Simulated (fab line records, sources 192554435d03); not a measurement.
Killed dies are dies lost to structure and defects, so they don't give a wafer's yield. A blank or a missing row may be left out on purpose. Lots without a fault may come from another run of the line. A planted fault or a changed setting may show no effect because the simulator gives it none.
fab line records | flow n5_finfet
record lots=24 wafers=72 last_day=18
route steps=1938 shown BEOL_M0@746 BEOL_M1@774 BEOL_M2@841
lots that met no fault: from a run of the same line without faults
start_h: hours from the record's first day to the start of the lot's first wafer shown | wait_h: hours since the lot's step before | " the same as in the row above | L1.1+2: a row that stands for several wafers | - no value, or no start given | * or withheld: withheld | < > ~ a bound
route shown NAME@n: a module of which the file shows steps, and the number in the route of the first | usual: mean/standard deviation of fault-free wafers | same: alike in all rows | chamber/n: place in a boat | sites: the reading at each site | _std_site: their standard deviation | _edge_site: outer sites' mean less inner sites' | radius_mm: how far each site lies from the wafer's centre | mask NAME#n: copy n | behind: the tool/chamber that last shaped the wafer | hold: why the lot was held/for how many hours/how that ended | device: the transistor (n, p or np) that didn't switch | end of line: the same wafers' tests at the end of the route | a step without rows: its recipe alone | killed: dies lost to structure and defects at the first sort, not the wafer's yield | map: a wafer's dies, x killed, . not, _ none there
set.NAME: the setting as run; set.NAME@STEP: as run at that earlier step | model.NAME: the simulator's own value behind a step, which no gauge read
steps of the route over a sample of lots; a table a step, a row a wafer
services: from which hour (start_h, from the record's first day; less than 0 if before it) a tool's chamber was out of use, for how many hours, and why
## steps
# step N5_BEOL_M0_CO_CAP_123
# recipe material=Co target_thk_a=20 temp_c=200 precursor=CCTBA/H2 pressure_torr=30 time_s=102.1
# usual heater_power_w=245/41
# columns lot.wafer tool chamber start_h wait_h heater_power_w
L074.1 cvd_co-01 2 126.48 0.0 191
L074.4 " 2 " " 184
L074.5 " 0 " " 255
L075.4 cvd_co-02 0 131.89 0.0 235
L075.5 " 2 " " 194
L075.6 " 1 " " 308
L076.2 cvd_co-02 1 134.09 0.0 310
L076.3 " 0 " " 238
L076.4 " 0 " " 230
L077.1 cvd_co-02 0 138.55 0.0 233
L077.2 " 1 " " 301
L077.4 " 1 " " 301
L078.1 cvd_co-02 0 140.18 0.0 229
L078.4 " 2 " " 195
L078.6 " 1 " " 310
L079.1 cvd_co-02 1 151.91 0.0 302
L079.3 " 2 " " 199
L079.6 " 0 " " 235
L080.3 cvd_co-01 0 154.49 0.0 258
L080.4 " 0 " " 262
L080.5 " 1 " " 262
L081.2 cvd_co-02 0 164.21 0.0 232
L081.3 " 2 " " 201
L081.5 " 2 " " 197
L082.3 cvd_co-02 1 166.35 0.0 304
L082.4 " 1 " " 307
L082.5 " 2 " " 198
L083.2 cvd_co-02 1 173.05 0.0 302
L083.5 " 1 " " 297
L083.6 " 2 " " 197
L084.2 cvd_co-02 2 178.58 0.0 196
L084.3 " 0 " " 240
L084.6 " 2 " " 196
L085.2 cvd_co-02 1 188.80 0.0 305
L085.5 " 0 " " 235
L085.6 " 2 " " 203
L086.1 cvd_co-01 1 191.32 0.0 263
L086.3 " 2 " " 180
L086.5 " 0 " " 255
L087.1 cvd_co-02 1 197.34 0.0 309
L087.5 " 0 " " 235
L087.6 " 1 " " 310
L088.1 cvd_co-02 2 204.98 0.0 201
L088.3 " 0 " " 234
L088.4 " 1 " " 301
L090.2 cvd_co-01 2 214.70 0.0 185
L090.3 " 1 " " 264
L090.5 " 1 " " 259
L089.1 cvd_co-02 0 214.89 0.0 232
L089.4 " 0 " " 238
L089.5 " 2 " " 202
L091.2 cvd_co-02 2 221.23 0.0 203
L091.3 " 1 " " 302
L091.6 " 0 " " 234
L092.1 cvd_co-02 1 227.02 0.0 300
L092.2 " 0 " " 240
L092.3 " 2 " " 201
L093.3 cvd_co-01 0 232.62 0.1 257
L093.4 " 1 " " 262
L093.6 " 1 " " 257
L094.1 cvd_co-01 1 240.55 0.0 261
L094.5 " 1 " " 256
L094.6 " 0 " " 264
L095.2 cvd_co-01 1 245.79 0.0 259
L095.3 " 1 " " 257
L095.4 " 0 " " 259
L096.2 cvd_co-02 1 248.78 0.0 303
L096.4 " 1 " " 308
L096.6 " 2 " " 203
L097.3 cvd_co-01 2 254.10 0.0 180
L097.5 " 2 " " 188
L097.6 " 0 " " 261
# step N5_BEOL_M1_HM_OPEN_17
# recipe chemistry=Cl2/BCl3 target_depth_a=200 overetch_a=60 target=TiN mask_material=SOC ion_energy_ev=150 pressure_mtorr=10 icp_w=1000 bias_w=126 Cl2_flow_sccm=53.25 bcl3_flow_sccm=21.75 Ar_flow_sccm=25
# usual drypump_motor_current_A=6.01/0.24 he_backside_leak_sccm=3.31/0.17 oes_product_au=0.67/0.09 throttle_valve_pct=22.18/0.2
# columns lot.wafer tool chamber start_h wait_h drypump_motor_current_A he_backside_leak_sccm oes_product_au rf_hours_counter_h throttle_valve_pct
L074.1 rie_metal-02 0 129.35 0.0 5.79 3.43 0.74 22 22.08
L074.4 " 1 " " 5.48 3.03 0.77 - 22.14
L074.5 " 0 " " 5.82 3.67 0.73 - 22.09
L075.4 rie_metal-03 1 134.32 0.1 6.01 3.08 0.61 - 21.97
L075.5 " 1 " " 6.03 3.39 0.62 - 21.93
L075.6 " 0 " " 6.24 3.50 0.78 - 22.21
L076.2 rie_metal-02 0 135.74 0.0 5.81 3.25 0.74 22 22.07
L076.3 " 0 " " 5.83 3.09 0.75 - 22.06
L076.4 " 1 " " 5.47 3.04 0.80 - 22.10
L077.1 rie_metal-01 1 141.49 0.0 6.02 3.57 0.54 100 22.62
L077.2 " 0 " " 6.19 3.21 0.59 84 22.15
L077.4 " 1 " " 6.02 3.43 0.54 - 22.61
L078.1 rie_metal-02 1 142.42 0.0 5.49 3.22 0.77 5 22.13
L078.4 " 1 " " 5.50 2.94 0.76 - 22.13
L078.6 " 0 " " 5.81 3.26 0.72 - 22.10
L079.1 rie_metal-01 0 153.54 0.0 6.16 3.28 0.59 85 22.13
L079.3 " 1 " " 6.01 3.57 0.54 - 22.64
L079.6 " 1 " " 6.02 3.45 0.54 - 22.63
L080.3 rie_metal-03 0 157.04 0.1 6.26 3.45 0.78 - 22.22
L080.4 " 0 " " 6.25 3.55 0.78 - 22.22
L080.5 " 0 " " 6.22 3.54 0.77 - 22.22
L081.2 rie_metal-01 0 166.53 0.1 6.17 3.13 0.60 86 22.13
L081.3 " 1 " " 6.03 3.52 0.54 - 22.62
L081.5 " 1 " " 6.03 3.54 0.54 - 22.62
L082.3 rie_metal-01 0 169.17 0.1 6.19 3.17 0.60 - 22.11
L082.4 " 1 " " 6.04 3.27 0.55 - 22.60
L082.5 " 0 " " 6.19 3.28 0.60 - 22.14
L083.2 rie_metal-03 0 175.74 0.0 6.29 3.35 0.77 9 22.21
L083.5 " 1 " " 6.06 3.41 0.61 - 21.95
L083.6 " 0 " " 6.29 3.52 0.76 - 22.23
L084.2 rie_metal-03 1 180.27 0.0 6.02 3.44 0.60 62 21.97
L084.3 " 0 " " 6.24 3.46 0.77 - 22.22
L084.6 " 1 " " 6.03 3.30 0.60 - 21.97
L085.2 rie_metal-03 1 190.68 0.0 6.00 3.18 0.60 63 21.95
L085.5 " 0 " " 6.22 3.50 0.76 - 22.22
L085.6 " 1 " " 6.01 3.13 0.60 - 21.96
L086.1 rie_metal-03 0 195.32 0.0 6.22 3.35 0.77 10 22.21
L086.3 " 1 " " 6.01 3.22 0.61 - 21.95
L086.5 " 0 " " 6.22 3.39 0.76 - 22.22
L087.1 rie_metal-03 1 198.90 0.0 6.02 3.01 0.61 63 21.94
L087.5 " 0 " " 6.23 3.34 0.77 - 22.20
L087.6 " 1 " " 6.05 3.03 0.61 - 21.94
L088.1 rie_metal-01 1 206.73 0.0 6.05 3.35 0.53 107 22.60
L088.3 " 0 " " 6.18 3.48 0.59 - 22.14
L088.4 " 1 " " 6.03 3.26 0.54 - 22.63
L090.2 rie_metal-01 1 216.83 0.0 6.00 3.52 0.53 107 22.64
L090.3 " 0 " " 6.19 3.01 0.59 - 22.12
L090.5 " 0 " " 6.17 3.24 0.59 - 22.15
L089.1 rie_metal-03 0 217.01 0.0 6.24 3.40 0.76 13 22.21
L089.4 " 0 " " 6.24 3.45 0.75 - 22.22
L089.5 " 1 " " 6.06 3.37 0.60 - 21.94
L091.2 rie_metal-02 1 223.26 0.0 5.49 3.20 0.75 12 22.13
L091.3 " 1 " " 5.49 3.08 0.75 - 22.12
L091.6 " 1 " " 5.50 3.07 0.75 - 22.12
L092.1 rie_metal-01 1 229.36 0.0 6.03 3.41 0.53 109 22.63
L092.2 " 0 " " 6.17 3.37 0.58 93 22.14
L092.3 " 1 " " 6.01 3.57 0.53 - 22.64
L093.3 rie_metal-02 1 235.56 0.1 5.48 2.97 0.73 - 22.14
L093.4 " 0 " " 5.81 3.43 0.71 - 22.11
L093.6 " 0 " " 5.82 3.40 0.70 - 22.09
L094.1 rie_metal-03 0 242.15 0.0 6.26 3.45 0.75 15 22.22
L094.5 " 1 " " 6.04 3.43 0.60 - 21.96
L094.6 " 0 " " 6.24 3.49 0.75 - 22.22
L095.2 rie_metal-03 0 247.62 0.0 6.24 3.32 0.74 15 22.23
L095.3 " 1 " " 6.04 3.11 0.60 - 21.95
L095.4 " 0 " " 6.23 3.46 0.74 - 22.23
L096.2 rie_metal-02 0 250.16 0.0 5.81 3.31 0.70 33 22.11
L096.4 " 0 " " 5.83 3.31 0.70 - 22.13
L096.6 " 0 " " 5.80 3.20 0.71 - 22.11
L097.3 rie_metal-03 0 257.00 0.1 6.24 3.52 0.74 - 22.23
L097.5 " 0 " " 6.21 3.42 0.74 - 22.21
L097.6 " 1 " " 6.07 3.33 0.60 - 21.96
# step N5_BEOL_M1_ANNEAL_80
# recipe temp_c=400 time_s=240 ambient=vacuum
# usual heater_power_w=855/76
# columns lot.wafer tool chamber start_h wait_h heater_power_w
L074.1 pvd_sputter-02 - 136.09 0.0 1062
L074.4 " - " " 900
L074.5 " - " " 1039
L075.4 pvd_sputter-02 - 138.99 0.0 883
L075.5 " - " " 845
L075.6 " - " " 906
L076.2 pvd_sputter-01 - 139.11 0.0 845
L076.3 " - " " 810
L076.4 " - " " 816
L077.1 pvd_sputter-02 - 144.67 0.0 905
L077.2 " - " " 827
L077.4 " - " " 1010
L078.1 pvd_sputter-03 - 146.24 0.0 823
L078.4 " - " " 888
L078.6 " - " " 845
L079.1 pvd_sputter-03 - 160.70 0.0 825
L079.3 " - " " 828
L079.6 " - " " 792
L080.3 pvd_sputter-01 - 163.54 0.0 803
L080.4 " - " " 780
L080.5 " - " " 836
L081.2 pvd_sputter-01 - 169.70 0.0 832
L081.3 " - " " 810
L081.5 " - " " 801
L082.3 pvd_sputter-03 - 172.91 0.0 791
L082.4 " - " " 825
L082.5 " - " " 785
L083.2 pvd_sputter-03 - 179.97 0.0 800
L083.5 " - " " 806
L083.6 " - " " 887
L084.2 pvd_sputter-03 - 186.03 0.0 822
L084.3 " - " " 807
L084.6 " - " " 800
L085.2 pvd_sputter-02 - 196.06 0.0 884
L085.5 " - " " 824
L085.6 " - " " 901
L086.1 pvd_sputter-02 - 198.54 0.0 839
L086.3 " - " " 902
L086.5 " - " " 1054
L087.1 pvd_sputter-02 - 210.69 0.0 790
L087.5 " - " " 1023
L087.6 " - " " 841
L088.1 pvd_sputter-01 - 213.30 0.0 861
L088.3 " - " " 807
L088.4 " - " " 774
L090.2 pvd_sputter-01 - 220.50 0.0 847
L090.3 " - " " 805
L090.5 " - " " 766
L089.1 pvd_sputter-02 - 220.98 0.0 841
L089.4 " - " " 999
L089.5 " - " " 1046
L091.2 pvd_sputter-02 - 226.71 0.0 1038
L091.3 " - " " 853
L091.6 " - " " 892
L092.1 pvd_sputter-02 - 238.32 0.0 813
L092.2 " - " " 903
L092.3 " - " " 835
L093.3 pvd_sputter-01 - 243.00 0.0 852
L093.4 " - " " 773
L093.6 " - " " 802
L094.1 pvd_sputter-02 - 248.58 0.0 1029
L094.5 " - " " 834
L094.6 " - " " 928
L095.2 pvd_sputter-02 - 253.48 0.0 843
L095.3 " - " " 898
L095.4 " - " " 828
L096.2 pvd_sputter-01 - 254.15 0.0 780
L096.4 " - " " 850
L096.6 " - " " 849
L097.3 pvd_sputter-02 - 264.40 0.0 825
L097.5 " - " " 899
L097.6 " - " " 833
# step N5_BEOL_M1_SPUTTER_86
# recipe material=Cu target_thk_a=45 temp_c=-20 chamber_pressure_pa=0.07 power_w=withheld time_s=8.29
# usual chamber_pressure_pa=0.06998/0.00013 substrate_temp_c=-20.00/0.11 throttle_valve_pct=30.1/1.2
# columns lot.wafer tool chamber start_h wait_h chamber_pressure_pa substrate_temp_c throttle_valve_pct
L074.1 pvd_sputter-02 - 136.45 0.1 0.06993 -20.09 27.6
L074.4 " - " " 0.06988 -19.93 31.4
L074.5 " - " " 0.06997 -20.26 28.1
L075.4 pvd_sputter-02 - 139.35 0.1 0.0698 -20.04 31.0
L075.5 " - " " 0.0702 -20.02 31.3
L075.6 " - " " 0.06981 -20.19 31.2
L076.2 pvd_sputter-01 - 139.47 0.1 0.07012 -20.23 31.8
L076.3 " - " " 0.06996 -19.97 29.8
L076.4 " - " " 0.07006 -19.97 28.6
L077.1 pvd_sputter-02 - 145.03 0.1 0.06998 -20.01 31.1
L077.2 " - " " 0.06991 -19.97 30.0
L077.4 " - " " 0.06999 -19.90 27.7
L078.1 pvd_sputter-03 - 146.63 0.1 0.07001 -20.06 29.7
L078.4 " - " " 0.06998 -20.05 31.0
L078.6 " - " " 0.06974 -20.02 30.7
L079.1 pvd_sputter-03 - 161.06 0.1 0.07015 -20.03 29.8
L079.3 " - " " 0.07005 -19.92 29.9
L079.6 " - " " 0.0702 -19.97 30.1
L080.3 pvd_sputter-01 - 163.90 0.1 0.07 -19.89 28.5
L080.4 " - " " 0.07014 -20.01 31.1
L080.5 " - " " 0.07024 -19.96 31.6
L081.2 pvd_sputter-01 - 170.06 0.1 0.0701 -20.02 31.5
L081.3 " - " " 0.06978 -20.05 28.9
L081.5 " - " " 0.06987 -19.83 28.3
L082.3 pvd_sputter-03 - 173.27 0.1 0.06985 -19.84 29.6
L082.4 " - " " 0.06981 -19.91 29.9
L082.5 " - " " 0.06983 -20.09 30.0
L083.2 pvd_sputter-03 - 180.33 0.1 0.07021 -20.10 29.8
L083.5 " - " " 0.06978 -20.07 30.1
L083.6 " - " " 0.06998 -20.17 31.0
L084.2 pvd_sputter-03 - 186.39 0.1 0.06974 -19.96 29.8
L084.3 " - " " 0.06984 -19.88 29.9
L084.6 " - " " 0.07004 -19.69 29.8
L085.2 pvd_sputter-02 - 196.42 0.1 0.07006 -19.87 31.0
L085.5 " - " " 0.06995 -19.93 29.5
L085.6 " - " " 0.07 -20.10 31.2
L086.1 pvd_sputter-02 - 198.90 0.1 0.06981 -20.08 29.9
L086.3 " - " " 0.07015 -19.91 31.2
L086.5 " - " " 0.06987 -19.99 27.6
L087.1 pvd_sputter-02 - 211.05 0.1 0.06985 -20.03 30.2
L087.5 " - " " 0.06997 -19.91 27.6
L087.6 " - " " 0.07003 -20.12 31.2
L088.1 pvd_sputter-01 - 213.66 0.1 0.07009 -19.95 31.8
L088.3 " - " " 0.06982 -20.00 28.8
L088.4 " - " " 0.0701 -20.05 30.7
L090.2 pvd_sputter-01 - 220.86 0.1 0.07005 -20.08 31.8
L090.3 " - " " 0.06999 -19.77 28.7
L090.5 " - " " 0.06982 -20.01 30.9
L089.1 pvd_sputter-02 - 221.34 0.1 0.0701 -19.99 31.2
L089.4 " - " " 0.06991 -19.99 27.4
L089.5 " - " " 0.06983 -20.01 27.6
L091.2 pvd_sputter-02 - 227.07 0.1 0.07014 -19.93 27.9
L091.3 " - " " 0.06985 -19.96 31.0
L091.6 " - " " 0.07003 -20.01 31.1
L092.1 pvd_sputter-02 - 238.68 0.1 0.06999 -20.15 29.8
L092.2 " - " " 0.07017 -19.87 31.2
L092.3 " - " " 0.06993 -20.11 31.4
L093.3 pvd_sputter-01 - 243.36 0.1 0.07009 -20.23 31.6
L093.4 " - " " 0.07 -20.15 30.9
L093.6 " - " " 0.07002 -20.00 29.8
L094.1 pvd_sputter-02 - 248.94 0.1 0.0701 -19.81 27.7
L094.5 " - " " 0.07008 -20.19 31.3
L094.6 " - " " 0.06989 -19.87 31.1
L095.2 pvd_sputter-02 - 253.84 0.1 0.06995 -19.91 29.6
L095.3 " - " " 0.06999 -19.96 31.3
L095.4 " - " " 0.07014 -19.90 31.2
L096.2 pvd_sputter-01 - 254.51 0.1 0.07 -19.86 30.9
L096.4 " - " " 0.06986 -20.14 31.7
L096.6 " - " " 0.07003 -20.03 31.6
L097.3 pvd_sputter-02 - 264.76 0.1 0.06982 -20.09 29.8
L097.5 " - " " 0.06984 -20.15 31.1
L097.6 " - " " 0.06977 -20.00 29.4
# step N5_BEOL_M1_SPUTTER_88
# recipe material=Cu target_thk_a=45 temp_c=-20 chamber_pressure_pa=0.07 power_w=withheld time_s=8.29
# usual chamber_pressure_pa=0.07001/0.00014 substrate_temp_c=-20.00/0.11 throttle_valve_pct=30.1/1.2
# columns lot.wafer tool chamber start_h wait_h chamber_pressure_pa substrate_temp_c throttle_valve_pct
L074.1 pvd_sputter-02 - 136.67 0.1 0.07034 -20.17 27.7
L074.4 " - " " 0.07011 -20.02 31.1
L074.5 " - " " 0.07018 -19.90 27.6
L075.4 pvd_sputter-02 - 139.57 0.1 0.06996 -20.01 30.9
L075.5 " - " " 0.07004 -20.08 31.0
L075.6 " - " " 0.0699 -20.01 31.0
L076.2 pvd_sputter-01 - 139.69 0.1 0.07015 -20.11 31.7
L076.3 " - " " 0.07013 -20.04 29.8
L076.4 " - " " 0.07008 -19.95 28.6
L077.1 pvd_sputter-02 - 145.25 0.1 0.07014 -20.15 31.1
L077.2 " - " " 0.06978 -19.98 29.7
L077.4 " - " " 0.06999 -19.94 27.7
L078.1 pvd_sputter-03 - 146.87 0.1 0.07008 -19.93 29.7
L078.4 " - " " 0.07008 -20.07 31.2
L078.6 " - " " 0.06994 -19.96 30.6
L079.1 pvd_sputter-03 - 161.28 0.1 0.06995 -20.03 29.9
L079.3 " - " " 0.06994 -19.94 30.1
L079.6 " - " " 0.06999 -20.02 30.0
L080.3 pvd_sputter-01 - 164.12 0.1 0.07009 -19.97 28.8
L080.4 " - " " 0.06998 -20.16 30.9
L080.5 " - " " 0.07003 -20.17 31.3
L081.2 pvd_sputter-01 - 170.28 0.1 0.0701 -20.00 31.7
L081.3 " - " " 0.07013 -19.96 28.6
L081.5 " - " " 0.06992 -20.02 28.5
L082.3 pvd_sputter-03 - 173.49 0.1 0.06973 -20.03 30.0
L082.4 " - " " 0.07027 -20.19 30.0
L082.5 " - " " 0.06996 -19.98 29.6
L083.2 pvd_sputter-03 - 180.55 0.1 0.07003 -19.95 29.9
L083.5 " - " " 0.0698 -19.96 29.8
L083.6 " - " " 0.06995 -20.04 30.8
L084.2 pvd_sputter-03 - 186.61 0.1 0.07015 -20.02 29.8
L084.3 " - " " 0.06979 -20.11 30.0
L084.6 " - " " 0.06997 -20.07 30.2
L085.2 pvd_sputter-02 - 196.64 0.1 0.07003 -20.14 31.0
L085.5 " - " " 0.07002 -20.13 29.8
L085.6 " - " " 0.06991 -20.02 31.2
L086.1 pvd_sputter-02 - 199.12 0.1 0.07024 -19.98 29.8
L086.3 " - " " 0.06989 -20.12 31.1
L086.5 " - " " 0.07019 -19.70 27.8
L087.1 pvd_sputter-02 - 211.27 0.1 0.07008 -20.06 29.4
L087.5 " - " " 0.06996 -20.02 27.6
L087.6 " - " " 0.06989 -19.92 31.2
L088.1 pvd_sputter-01 - 213.88 0.1 0.07006 -20.12 31.4
L088.3 " - " " 0.07008 -19.81 28.6
L088.4 " - " " 0.07004 -20.13 31.1
L090.2 pvd_sputter-01 - 221.08 0.1 0.06993 -19.95 31.5
L090.3 " - " " 0.06984 -20.10 28.6
L090.5 " - " " 0.07011 -19.97 31.0
L089.1 pvd_sputter-02 - 221.56 0.1 0.06995 -20.20 31.3
L089.4 " - " " 0.0699 -19.93 27.6
L089.5 " - " " 0.07006 -19.98 27.5
L091.2 pvd_sputter-02 - 227.29 0.1 0.07015 -19.85 27.6
L091.3 " - " " 0.06971 -20.05 31.2
L091.6 " - " " 0.06993 -19.95 31.1
L092.1 pvd_sputter-02 - 238.90 0.1 0.0699 -20.17 29.7
L092.2 " - " " 0.06992 -20.07 30.8
L092.3 " - " " 0.07007 -20.14 31.3
L093.3 pvd_sputter-01 - 243.58 0.1 0.07021 -19.81 31.8
L093.4 " - " " 0.07007 -19.91 31.0
L093.6 " - " " 0.07025 -19.98 29.8
L094.1 pvd_sputter-02 - 249.16 0.1 0.07009 -20.02 27.8
L094.5 " - " " 0.06984 -19.85 31.1
L094.6 " - " " 0.07022 -20.15 31.0
L095.2 pvd_sputter-02 - 254.06 0.1 0.06982 -19.83 29.8
L095.3 " - " " 0.06992 -19.88 31.1
L095.4 " - " " 0.06985 -19.83 31.3
L096.2 pvd_sputter-01 - 254.73 0.1 0.07036 -19.93 31.1
L096.4 " - " " 0.06996 -20.00 31.4
L096.6 " - " " 0.07001 -19.92 31.5
L097.3 pvd_sputter-02 - 264.98 0.1 0.07007 -20.09 29.6
L097.5 " - " " 0.06993 -19.82 31.2
L097.6 " - " " 0.06977 -19.99 29.7
# step N5_BEOL_M2_ILD_DEP_00
# recipe material=SiOC target_thk_a=790 temp_c=350 precursor=DEMS/O2 pressure_torr=5 rf_w=500 time_s=15.3
# usual heater_power_w=484/62 showerhead_plenum_p_Torr=5.699/0.02 throttle_valve_pct=11.7/0.52
# columns lot.wafer tool chamber start_h wait_h heater_power_w showerhead_plenum_p_Torr throttle_valve_pct
L074.1 pecvd-01 1 138.66 0.0 560 5.705 13.6
L074.4 " 1 " " 570 5.708 13.4
L074.5 " 2 " " 468 5.719 11.2
L075.4 pecvd-03 0 141.59 0.1 592 5.731 11.4
L075.5 " 2 " " 507 5.722 11.4
L075.6 " 1 " " 428 5.707 11.6
L076.2 pecvd-03 0 141.70 0.0 609 5.717 11.5
L076.3 " 2 " " 515 5.735 11.1
L076.4 " 0 " " 606 5.724 11.4
L077.1 pecvd-02 0 147.26 0.0 537 5.679 11.5
L077.2 " 1 " " 399 5.678 11.9
L077.4 " 0 " " 531 5.676 11.5
L078.1 pecvd-02 2 148.96 0.0 483 5.685 12.1
L078.4 " 0 " " 528 5.674 11.8
L078.6 " 2 " " 485 5.692 11.8
L079.1 pecvd-02 2 163.43 0.0 494 5.682 12.0
L079.3 " 1 " " 358 5.672 11.4
L079.6 " 1 " " 358 5.682 11.6
L080.3 pecvd-02 2 166.13 0.0 416 5.690 12.4
L080.4 " 1 " " 416 5.675 11.5
L080.5 " 2 " " 424 5.680 12.1
L081.2 pecvd-02 0 172.27 0.0 506 5.686 11.5
L081.3 " 1 " " 408 5.691 11.6
L081.5 " 2 " " 403 5.687 12.1
L082.3 pecvd-01 1 175.49 0.0 532 5.712 13.6
L082.4 " 1 " " 527 5.712 13.8
L082.5 " 2 " " 439 5.714 11.3
L083.2 pecvd-03 0 182.69 0.0 633 5.716 11.3
L083.5 " 2 " " 493 5.724 11.2
L083.6 " 1 " " 480 5.684 11.5
L084.2 pecvd-03 1 188.60 0.0 442 5.707 11.7
L084.3 " 0 " " 524 5.723 11.2
L084.6 " 0 " " 563 5.725 11.6
L085.2 pecvd-01 2 198.63 0.0 498 5.723 11.3
L085.5 " 1 " " 483 5.694 13.8
L085.6 " 0 " " 478 5.696 11.8
L086.1 pecvd-03 2 201.11 0.0 454 5.715 11.4
L086.3 " 1 " " 490 5.695 11.3
L086.5 " 0 " " 526 5.702 11.5
L087.1 pecvd-01 2 213.51 0.0 458 5.730 11.4
L087.5 " 0 " " 461 5.673 11.9
L087.6 " 1 " " 551 5.711 13.7
L088.1 pecvd-02 0 215.89 0.0 438 5.677 11.7
L088.3 " 0 " " 448 5.666 11.5
L088.4 " 2 " " 522 5.678 11.9
L090.2 pecvd-03 2 223.09 0.0 449 5.718 11.7
L090.3 " 2 " " 452 5.714 11.6
L090.5 " 0 " " 561 5.718 11.6
L089.1 pecvd-03 2 223.55 0.0 437 5.725 11.5
L089.4 " 0 " " 611 5.730 11.4
L089.5 " 0 " " 618 5.715 11.3
L091.2 pecvd-02 2 229.51 0.0 459 5.682 12.1
L091.3 " 0 " " 509 5.682 11.7
L091.6 " 1 " " 397 5.690 11.6
L092.1 pecvd-03 2 241.01 0.0 459 5.727 11.6
L092.2 " 0 " " 602 5.725 11.4
L092.3 " 1 " " 429 5.703 11.9
L093.3 pecvd-03 2 245.57 0.0 498 5.715 11.8
L093.4 " 1 " " 473 5.726 11.5
L093.6 " 0 " " 584 5.711 11.4
L094.1 pecvd-03 2 251.20 0.0 453 5.723 11.4
L094.5 " 1 " " 403 5.701 11.5
L094.6 " 2 " " 456 5.715 11.6
L095.2 pecvd-02 1 256.11 0.0 405 5.699 11.7
L095.3 " 0 " " 483 5.681 12.0
L095.4 " 1 " " 404 5.666 11.4
L096.2 pecvd-02 0 257.08 0.0 461 5.679 11.6
L096.4 " 0 " " 471 5.689 11.5
L096.6 " 1 " " 396 5.667 11.7
L097.3 pecvd-02 1 267.02 0.0 369 5.685 11.8
L097.5 " 0 " " 522 5.673 11.6
L097.6 " 2 " " 553 5.691 11.9
## services
# columns tool chamber start_h hours kind
pecvd-01 2 103.91 1.8 repair
pecvd-01 0 104.24 2.1 scheduled_down
pecvd-01 1 108.98 5.5 scheduled_down
rie_metal-01 1 113.05 5.0 repair
cvd_co-01 1 114.67 - clean
cvd_co-01 1 114.67 22.0 scheduled_down
cvd_co-01 1 114.67 22.0 vent_cycle
pecvd-02 1 115.72 5.5 scheduled_down
cvd_co-02 - 145.64 0.6 repair
pecvd-03 - 148.09 0.9 repair
rie_metal-03 1 155.59 6.4 repair
rie_metal-03 - 162.97 8.4 repair
rie_metal-02 1 183.12 1.1 repair
pecvd-02 - 184.99 27.0 repair
rie_metal-02 - 191.37 2.8 pm
rie_metal-01 - 197.46 0.1 repair
pecvd-03 1 218.40 5.5 scheduled_down
pecvd-03 0 224.32 5.5 scheduled_down
rie_metal-01 0 230.40 9.5 repair
rie_metal-01 - 231.09 1.8 repair
cvd_co-01 2 231.54 18.0 repair
pecvd-02 2 231.85 5.5 scheduled_down
## key
fault none
